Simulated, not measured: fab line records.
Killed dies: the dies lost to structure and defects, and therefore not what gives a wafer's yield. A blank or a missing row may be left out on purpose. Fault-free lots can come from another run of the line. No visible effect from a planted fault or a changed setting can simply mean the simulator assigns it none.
Struck lot and sound lot, side by side	flow n5_finfet	39 out of 1938 route steps
Sound: wafers L709.2, L709.3, L709.6. Struck: wafers L714.4, L714.6 (left out: L714.5, a lot-mate that was not struck); the cause follows at the end.
At each step with rows: each side's tool, then ch and its chambers, then its first start. Under that, the readings that differ: sound wafers	struck wafers	difference of the means	sigmas: that difference in standard deviations of wafers without a fault.
alike: words and numbers the same on both sides, and readings whose means are apart by under 2 such deviations; not compared: readings that were withheld, readings missing a value for some wafer, numbers with overlapping values and no deviation given by the record, and bounds like >300 which may hide the same value.
The two part at a step that has a row with sigmas, a row that says differs or no value, or rows on one side only. Numbers that have no deviation but don't overlap get no sigmas and don't part them. A reading missing from all wafers of one side parts the sides only when that side holds two or more wafers.

first, 11 steps without rows for these wafers: N5_BEOL_M1_STRIP_65 (strips in N2/H2); N5_BEOL_M1_STRIP_75 (strips in N2/H2); N5_BEOL_M1_STRIP_66 (strips in CF4); N5_BEOL_M1_HM_OPEN_17 (chemistry Cl2/BCl3, target TiN, target depth 20 nm, overetch 6 nm); N5_BEOL_M1_STRIP_19 (strips in O2); N5_BEOL_M1_COAT_67 (time 60 s, resist thk 60 nm); N5_BEOL_M1_COAT_68 (time 60 s, resist thk 12 nm); N5_BEOL_M1_COAT_76 (time 60 s, resist thk 5 nm); N5_BEOL_M1_COAT_22 (resist thk 30 nm); N5_BEOL_M1_EBR_24; N5_BEOL_M1_SOFTBAKE_23 (time 60 s).
N5_BEOL_M1_EXPOSE_25: exposes mask V0, defocus 5 nm, target cd 24 nm.
  sound on euv_scanner-02 ch 0, day 7 15:35; struck on euv_scanner-02 ch 0, day 8 22:50
  alike: mask
then, 2 steps without rows for these wafers: N5_BEOL_M1_PEB_26 (peb time 60 s); N5_BEOL_M1_DEVELOP_27 (develop time 30 s).
N5_BEOL_M1_CD_MEAS_28: target cd y 23.3 nm.
  sound on cd_sem-02 ch 0, day 7 15:44; struck on cd_sem-03 ch 0, day 8 22:58
reading	sound	struck	difference	sigmas
cd_nm (nm)	23.97 23.90 23.84	20.04 19.94	-3.91	-18
then, 8 steps without rows for these wafers: N5_BEOL_M1_DESCUM_33 (chemistry O2, time 7 s); N5_BEOL_M1_ETCH_77 (etches underlayer in N2/H2, target depth 6.5 nm, time 5.2 s); N5_BEOL_M1_ETCH_69 (etches SiARC in CF4, target depth 15.6 nm, time 26 s); N5_BEOL_M1_ALD_98 (deposits SiO2, target thk 2.5 nm, pulse time 1 s, co reactant pulse time 1 s); N5_BEOL_M1_ETCHBACK_99 (etches SiO2 in CHF3, target depth 5 nm, time 10.4 s); N5_BEOL_M1_ETCH_70 (etches SOC in N2/H2, target depth 80 nm, overetch 16 nm, time 120 s); N5_BEOL_M1_STRIP_71 (strips in N2/H2); N5_BEOL_M1_STRIP_78 (strips in N2/H2).
N5_BEOL_M1_VIA_ETCH_34: etches the open film in C4F6/O2, target depth 67.8 nm, time 64.4 s.
  sound on rie_diel-04 ch 1,2, day 7 19:07; struck on rie_diel-02 ch 1,3, day 8 23:38
reading	sound	struck	difference	sigmas
model.BEOL_M1.cd_nm (nm)	18.2 18 18	14 13.8	-4	
  alike: drypump_motor_current_A, oes_product_au, rf_vpp_V, showerhead_plenum_p_Torr, throttle_valve_pct
  not compared: rf_hours_counter_h
then, 13 steps without rows for these wafers: N5_BEOL_M1_STRIP_83 (strips in C4F6/O2); N5_BEOL_M1_STRIP_36 (strips in N2/H2); N5_BEOL_M1_TRENCH_ETCH_37 (etches SiOC in C4F6/O2, target depth 55.207 nm, time 29 s); N5_BEOL_M1_ETCH_41 (etches SiCN in CH3F/O2, target depth 31.9 nm, time 57.8 s); N5_BEOL_M1_STRIP_97 (strips in N2/H2, time 10 s); N5_BEOL_M1_HM_STRIP_39 (strips TiN in peroxide tin strip, target depth 25 nm, time 158 s); N5_BEOL_M1_SRD_40 (time 30 s); N5_BEOL_M1_PRECLEAN_42 (cleans in residue remover, time 60 s); N5_BEOL_M1_SRD_43 (time 30 s); N5_BEOL_M1_DEGAS_44 (time 60 s); N5_BEOL_M1_PRE_CLEAN_45 (time 30 s); N5_BEOL_M1_ALD_84 (deposits TaN, pulse time 2 s, purge time 3 s, co reactant purge time 2 s); N5_BEOL_M1_SURFACE_TREAT_85.
N5_BEOL_M4_RC_MEAS_101:
  the record has rows for the sound wafers here (prober-02 ch 0, day 9 11:54) and none for the struck ones
-- the record jumps here: 6 days lie between the struck wafers' starts before and after (it left off in module BEOL_M4 and takes up again in module PASSIVATION, whose first step shown is number 1936 of the route) --
N5_PASSIVATION_PROBE_49:
  sound: prober-02 at day 13 11:21; struck: prober-01 at day 14 16:13
reading	sound	struck	difference	sigmas
defect_limited_yield (%)	91.8 89.7 89.3	6.1 5.2	-84.6	-56
killed_at_M0_to_M3	35 47 54	1067 1055	+1016	+92
killed_dies	97 122 126	1108 1119	+998	+55
killed_on_rim	11 15 14	117 125	+108	+28
sort_bin_5_function (%)	5.2 5.2 6.2	91.6 91.4	+86.0	+86
sort_n_pass	1083 1058 1054	72 61	-998	-53
sort_yield_pct (%)	91.8 89.7 89.3	6.1 5.2	-84.6	-53
  alike: killed_at_M4_up, killed_at_contacts, killed_at_front_end, killed_at_other, killed_open, killed_short, sort_bin_6_memory

WHERE THEY PART
Last at N5_PASSIVATION_PROBE_49 as far as this record goes, first at N5_BEOL_M1_CD_MEAS_28.

WHY: what the simulator had put in
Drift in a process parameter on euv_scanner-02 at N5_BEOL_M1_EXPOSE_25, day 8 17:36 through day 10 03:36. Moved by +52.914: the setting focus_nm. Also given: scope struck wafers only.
